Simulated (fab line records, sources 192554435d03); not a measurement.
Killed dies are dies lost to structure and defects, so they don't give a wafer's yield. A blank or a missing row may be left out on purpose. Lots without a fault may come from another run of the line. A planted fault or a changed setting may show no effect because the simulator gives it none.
Split-lot experiment | flow n5_finfet | 7 lots, 21 wafers read, on a route of 1938 steps

THE SPLIT
At N5_SD_EPI_N_EPI_21 (deposits Si:P, time 690 s), the setting temp_c was moved away from the recipe's 680 C on 7 of the 21 wafers read, by -0.5% to +0.7%. The other wafers ran this setting at the recipe's value.

FROM THE SPLIT TO THE READING: what the file shows between them, 1 step
- N5_SD_EPI_N_EPI_MEAS_23

THE READING
Si-P_of_SD_EPI_N_EPI_21.thk_nm (the simulator's own value, which no gauge read), in nm, at N5_SD_EPI_N_PRECLEAN_24 (cleans in O3/DIW, time 60 s). The file gives no usual value for it. The 14 wafers here that ran the recipe average 58.7 nm, standard deviation 0.6 nm.

wafer  | tool, chamber at the split | temp_c as run, C | against the recipe | Si-P_of_SD_EPI_N_EPI_21.thk_nm, nm | against lot-mates on the recipe
L074.1 | epi_rpcvd-03, 0            | 680              | recipe             | 58.8                               | -
L074.4 | epi_rpcvd-03, 0            | 680              | recipe             | 57.8                               | -
L074.5 | epi_rpcvd-03, 0            | 676.6            | -0.5%              | 54.8                               | -3.5
L080.2 | epi_rpcvd-03, 0            | 680              | recipe             | 58.8                               | -
L080.4 | epi_rpcvd-03, 0            | 681.9            | +0.3%              | 61.6                               | +2.8
L080.5 | epi_rpcvd-03, 0            | 681.9            | +0.3%              | 60.6                               | +1.8
L081.2 | epi_rpcvd-03, 0            | 684.7            | +0.7%              | 64.4                               | +5.8
L081.6 | epi_rpcvd-03, 0            | 684.7            | +0.7%              | 64.4                               | +5.8
L081.5 | epi_rpcvd-03, 0            | 680              | recipe             | 58.6                               | -
L085.3 | epi_rpcvd-01, 0            | 680              | recipe             | 59                                 | -
L085.4 | epi_rpcvd-01, 0            | 680              | recipe             | 59                                 | -
L085.6 | epi_rpcvd-01, 0            | 680              | recipe             | 58.4                               | -
L087.1 | epi_rpcvd-03, 0            | 680              | recipe             | 59                                 | -
L087.2 | epi_rpcvd-03, 0            | 680              | recipe             | 58.6                               | -
L087.4 | epi_rpcvd-03, 0            | 680              | recipe             | 58.2                               | -
L091.1 | epi_rpcvd-04, 0            | 681.6            | +0.2%              | 60.6                               | +2.6
L091.2 | epi_rpcvd-04, 0            | 681.6            | +0.2%              | 60.6                               | +2.6
L091.6 | epi_rpcvd-04, 0            | 680              | recipe             | 58                                 | -
L095.2 | epi_rpcvd-04, 0            | 680              | recipe             | 60.4                               | -
L095.3 | epi_rpcvd-04, 0            | 680              | recipe             | 58.6                               | -
L095.6 | epi_rpcvd-04, 0            | 680              | recipe             | 59.2                               | -

THE FIT
A straight line over all 21 wafers: Si-P_of_SD_EPI_N_EPI_21.thk_nm changes by +8.12 nm for each +1% of temp_c; r = +0.97; the points scatter about the line by 0.54 nm.
The same after taking each lot's own level away (the mean of its wafers on the recipe; 21 wafers): +8.2 nm for each +1%; r = +0.98; scatter 0.48 nm.
On that fit, the largest move of temp_c shifts the reading by 5.7 nm.
The lots' own levels span 58.00 to 59.40 nm, that is 2.3 times the standard deviation above.
So the lot-to-lot level changes the slope little: the two slopes agree.
Check: with one of the wafers moved furthest among these (+0.7%) left out of the fit, the line predicts +5.76 nm for it against its lot-mates. It came out at +5.8 nm against them.

OTHER SPLITS ON THESE WAFERS
These wafers also went through other splits before the reading. Each is held against what the fit with the lots' levels taken away leaves over:
other split on the same wafers | wafers away from the commonest value | r with Si-P_of_SD_EPI_N_EPI_21.thk_nm (lot level and that fit taken away)
N5_FIN_CUT_EXPOSE_05 dose_mj   | 5                                    | -0.01
N5_SD_EPI_N_COAT_33 spin_rpm   | 6                                    | +0.16
N5_SD_EPI_N_PEB_07 peb_time_s  | 4                                    | +0.10

THE WHOLE CHAIN: every reading that the file lists as answering this split, in the file's order
step                    | what it does                | reading                                                                         | change (the file's fit)              | r (the file's)
N5_SD_EPI_N_EPI_21      | deposits Si:P, time 690 s   | Si-P_of_SD_EPI_N_EPI_21.thk_nm (the simulator's own value, which no gauge read) | +8.18 nm for each +1% of the setting | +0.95
N5_SD_EPI_N_EPI_MEAS_23 |                             | thk_nm                                                                          | withheld for each +1% of the setting | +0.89
N5_SD_EPI_N_PRECLEAN_24 | cleans in O3/DIW, time 60 s | Si-P_of_SD_EPI_N_EPI_21.thk_nm (the simulator's own value, which no gauge read) | +8.14 nm for each +1% of the setting | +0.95

THE FILE'S OWN FIT
Si-P_of_SD_EPI_N_EPI_21.thk_nm changes by +8.14 nm for each +1% of temp_c, r = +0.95.
